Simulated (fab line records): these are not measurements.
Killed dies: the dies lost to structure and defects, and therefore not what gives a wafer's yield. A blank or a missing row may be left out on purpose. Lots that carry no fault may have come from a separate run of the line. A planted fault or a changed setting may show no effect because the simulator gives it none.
Comparing a struck lot with a sound one	flow n5Finfet	35 steps out of a route of 1938
Sound: wafers L595.1, L595.3, L595.4. The struck wafers were L609.3, L609.4, L609.5. Last of all comes the cause.
Order at every step that has rows: each side's tool, ch and its chambers, its first start. Under that, the readings that differ: sound wafers	struck wafers	difference of the means	sigmas: that difference in standard deviations of wafers without a fault.
alike: readings with means less than 2 such deviations apart, plus words and numbers identical on both sides. not compared: withheld readings, readings lacking a value on some wafer, bounds such as >300 that could conceal the same value, and numbers that have no deviation in the record and whose values overlap.
A row with sigmas, a row that says differs or no value, or rows on one side alone: a step with any of these is where the two part. Numbers that don't overlap but have no deviation are shown without sigmas and don't part them. A reading that every wafer of one side lacks parts them only if that side has two wafers or more.

first, 11 steps without rows for these wafers: N5_BEOL_M15_STRIP_36 (strips in O2); N5_BEOL_M15_STRIP_62 (strips in O2); N5_BEOL_M15_STRIP_37 (strips in O2); N5_BEOL_M15_ETCH_38 (etches SiCN in CF4/N2, target depth 106.4 nm, time 120.5 s); N5_BEOL_M15_PRECLEAN_39 (cleans in residue remover, time 60 s); N5_BEOL_M15_SRD_40 (time 30 s, dry time 30 s); N5_BEOL_M15_DEGAS_41 (time 60 s); N5_BEOL_M15_PRE_CLEAN_42 (time 30 s); N5_BEOL_M15_SPUTTER_43 (material TaN, target thk 15 nm, time 24.19 s); N5_BEOL_M15_SPUTTER_44 (material Ta, target thk 15 nm, time 24.19 s); N5_BEOL_M15_SPUTTER_45 (material Cu, target thk 100 nm, time 16.67 s).
N5_BEOL_M15_ECD_47: material Cu, target thk 1860 nm.
  sound on ecdCu-01 ch 0,1, day 15 02:36; struck on ecdCu-01 ch 0,1, day 18 21:15
then, 22 steps without rows for these wafers: N5_BEOL_M15_ANNEAL_48 (time 90 s); N5_BEOL_M15_CMP_49 (polishes, stops on SiO2, t overpolish 4.9 s, target thk 850 nm); N5_BEOL_M15_PRE_CLEAN_52 (time 15 s); N5_BEOL_M15_DEP_53 (deposits SiCN from 3MS/NH3, target thk 50 nm, time 17.8 s); N5_PASSIVATION_PECVD_00 (deposits SiO2 from SiH4/N2O, target thk 200 nm, time 11.2 s); N5_MIM_BOT_DEGAS_01 (time 60 s); N5_MIM_BOT_SPUTTER_00 (material TiN, target thk 35 nm, time 89.7 s); N5_MIM_TOP_ALD_00 (deposits Al2O3, purge time 3 s, co reactant pulse time 3 s); N5_MIM_TOP_ALD_01 (deposits HfO2, target thk 5.6 nm, pulse time 1 s, purge time 3 s); N5_MIM_TOP_ALD_02 (deposits Al2O3, purge time 3 s, co reactant pulse time 3 s); N5_MIM_TOP_DEGAS_04 (time 60 s); N5_MIM_TOP_SPUTTER_03 (material TiN, target thk 35 nm, time 89.7 s); N5_MIM_TOP_LITHO_HMDS_01 (time 60 s); N5_MIM_TOP_LITHO_COAT_02; N5_MIM_TOP_LITHO_EBR_04; N5_MIM_TOP_LITHO_SOFTBAKE_03 (time 90 s); N5_MIM_TOP_LITHO_EXPOSE_05 (exposes mask MIM TOP, target cd 2000 nm); N5_MIM_TOP_LITHO_PEB_06; N5_MIM_TOP_LITHO_DEVELOP_07 (develop time 60 s); N5_MIM_TOP_LITHO_HARDBAKE_09 (time 120 s); N5_MIM_TOP_LITHO_DESCUM_10 (chemistry O2, time 7.9 s); N5_MIM_TOP_ETCH_ETCH_00 (etches TiN in Cl2/BCl3, target depth 38.5 nm).
N5_PASSIVATION_PROBE_49:
  the record has rows for the struck wafers here (prober-01, day 19 10:59) and none for the sound ones

== WHERE THEY PART ==
N5_PASSIVATION_PROBE_49 only, going by this record.

WHY: whatever the simulator had introduced
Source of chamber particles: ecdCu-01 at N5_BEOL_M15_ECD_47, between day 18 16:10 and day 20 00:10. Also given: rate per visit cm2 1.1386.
